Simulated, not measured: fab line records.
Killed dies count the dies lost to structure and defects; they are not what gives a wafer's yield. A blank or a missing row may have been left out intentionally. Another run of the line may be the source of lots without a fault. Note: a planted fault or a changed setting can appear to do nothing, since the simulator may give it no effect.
Chamber matching ; flow n5Finfet ; N5_BEOL_M2_DESCUM_33 on rieDiel-01 has 4 sister chambers
The step chemistry O2, time 7 s. 18 wafers are shown with their chamber, then 9 later ones without.

EACH WAFER AND ITS CHAMBER
wafer;chamber;throttleValvePct (%);showerheadPlenumPTorr (Torr);drypumpMotorCurrentA (A)
L084.1;2;20.0;2.13;6.5
L084.2;3;20.9;2.12;5.6
L084.4;0;20.9;2.00;5.9
L086.2;1;20.4;2.14;5.8
L086.3;3;20.9;2.11;5.6
L086.4;0;20.9;2.00;5.9
L085.1;0;20.9;2.00;5.9
L085.4;2;20.0;2.13;6.5
L085.5;1;20.4;2.14;5.8
L088.2;3;20.9;2.11;5.6
L088.4;1;20.4;2.14;5.7
L088.6;0;20.9;2.00;5.9
L089.2;1;20.4;2.14;5.8
L089.3;3;20.9;2.11;5.6
L089.6;2;20.1;2.12;6.4
L092.1;0;20.9;2.00;5.9
L092.2;1;20.4;2.14;5.8
L092.4;2;20.1;2.12;6.4

SIGNATURES (means of the wafers above)
reading;chamber 0;chamber 1;chamber 2;chamber 3;scatter within a chamber
throttleValvePct;20.900;20.400;20.050;20.900;0.0267
showerheadPlenumPTorr;2.0000;2.1400;2.1250;2.1125;0.00354
drypumpMotorCurrentA;5.900;5.780;6.450;5.600;0.0359
Rule: a wafer lies at a distance from a chamber equal to the root of the sum of squares, over the readings, of (its reading less the chamber's mean, divided by the reading's scatter). If the next closest chamber is less than 2 further off than the closest, the wafer can't be placed; otherwise it belongs to the closest. The scatter: take each reading less its chamber's mean, square it, sum over the shown wafers, divide by the number of wafers less the number of chambers, and take the root.

WAFERS MISSING THEIR CHAMBER
wafer;throttleValvePct (%);showerheadPlenumPTorr (Torr);drypumpMotorCurrentA (A)
L091.1;20.9;2.11;5.6
L091.4;20.4;2.14;5.8
L091.5;21.0;2.00;5.9
L094.4;20.1;2.12;6.5
L094.5;20.9;1.99;5.9
L094.6;20.4;2.13;5.8
L097.3;20.4;2.13;5.8
L097.4;20.9;2.11;5.6
L097.6;20.9;1.99;5.9

CHAMBER TAKEN BY EACH
wafer;from the rows above;in truth
L091.1;3;3
L091.4;1;1
L091.5;0;0
L094.4;2;2
L094.5;0;0
L094.6;1;1
L097.3;1;1
L097.4;3;3
L097.6;0;0
9 of 9 placed correctly. Can't be placed from these rows: 0. Placed wrongly: 0.
